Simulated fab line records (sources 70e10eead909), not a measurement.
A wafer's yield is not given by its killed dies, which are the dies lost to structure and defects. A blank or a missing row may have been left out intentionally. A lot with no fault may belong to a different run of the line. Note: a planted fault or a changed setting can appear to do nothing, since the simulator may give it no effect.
A lot that was struck, set against a sound lot	flow nand_harc	14 steps out of a route of 1302
Sound: wafers L677.2, L677.4, L677.5. Struck: wafer L682.2 (left out: L682.4, L682.6 of the same lot, which were not struck); the cause appears at the end.
Order at every step that has rows: each side's tool, ch and its chambers, its first start. Under that, the readings that differ: sound wafers	struck wafers	difference of the means	sigmas: that difference in standard deviations of wafers without a fault.
alike: same words and numbers on both sides, and readings whose means sit less than 2 such deviations apart. not compared: any withheld reading, any reading some wafer has no value for, any bound like >300 that may hide the same value, and any number with overlapping values for which the record gives no deviation.
The two part at a step that has a row with sigmas, a row that says differs or no value, or rows on one side only. Numbers that don't overlap but have no deviation are shown without sigmas and don't part them. A reading that every wafer of one side lacks parts them only if that side has two wafers or more.

NHARC_A_ZERO_WELL_INSPECT_17:
  sound on defect_inspect-02, day 7 07:40; struck on defect_inspect-02, day 9 06:08
  alike: raw_defect_count
then, 3 steps without rows for these wafers: NHARC_A_SOURCE_PLATE_PRECLEAN_00 (cleans in HF-LAST, time 60 s); NHARC_A_SOURCE_PLATE_SRD_01; NHARC_A_SOURCE_PLATE_OXIDE_02 (material SiO2, target thk 10 nm, ox time 1362 s).
NHARC_A_SOURCE_PLATE_THK_MEAS_09: measures by ellipsometry.
  sound on film_metro-01, day 7 16:53; struck on film_metro-02, day 9 13:40
  alike: thk_nm
then, 3 steps without rows for these wafers: NHARC_A_SOURCE_PLATE_PVD_04 (deposits WSi2, target thk 50 nm); NHARC_A_SOURCE_PLATE_CVD_03 (deposits poly-Si, target thk 200 nm, time 4000 s); NHARC_A_SOURCE_PLATE_ANNEAL_05 (time 1800 s).
NHARC_A_SOURCE_PLATE_THK_MEAS_06: measures by ellipsometry.
  sound on film_metro-01, day 8 05:47; struck on film_metro-02, day 10 02:39
  alike: thk_nm
NHARC_A_SOURCE_PLATE_INSPECT_08:
  sound on defect_inspect-02, day 8 05:51; struck on defect_inspect-02, day 10 02:43
  alike: raw_defect_count
NHARC_A_ONON_D1_DEP_00: target thk 1000 nm.
  sound on pecvd_onon-02 ch 0, day 8 05:59; struck on pecvd_onon-02 ch 0, day 10 02:50
NHARC_A_ONON_D1_THK_MEAS_02: measures by ellipsometry.
  sound on film_metro-01, day 8 06:26; struck on film_metro-01, day 10 03:17
reading	sound	struck	difference	sigmas
thk_nm (nm)	1010 1008 1009	857	-152	-17
following that, 1 step holds no rows for these wafers, namely NHARC_A_ONON_D1_DEP_03 (target thickness 1000 nm).
-- break in the record here, with 16 days between the starts of the struck wafers on either side (left off in module A_ONON_D1, picked up again in module END, where the first step shown is number 1302 on the route) --
NHARC_END_SORT_01:
  the record has rows for the struck wafers here (prober-01 ch 0, day 26 14:22) and none for the sound ones

## WHERE THEY PART
First at NHARC_A_ONON_D1_THK_MEAS_02; last, within this record, at NHARC_END_SORT_01.

WHY: what had been put in by the simulator
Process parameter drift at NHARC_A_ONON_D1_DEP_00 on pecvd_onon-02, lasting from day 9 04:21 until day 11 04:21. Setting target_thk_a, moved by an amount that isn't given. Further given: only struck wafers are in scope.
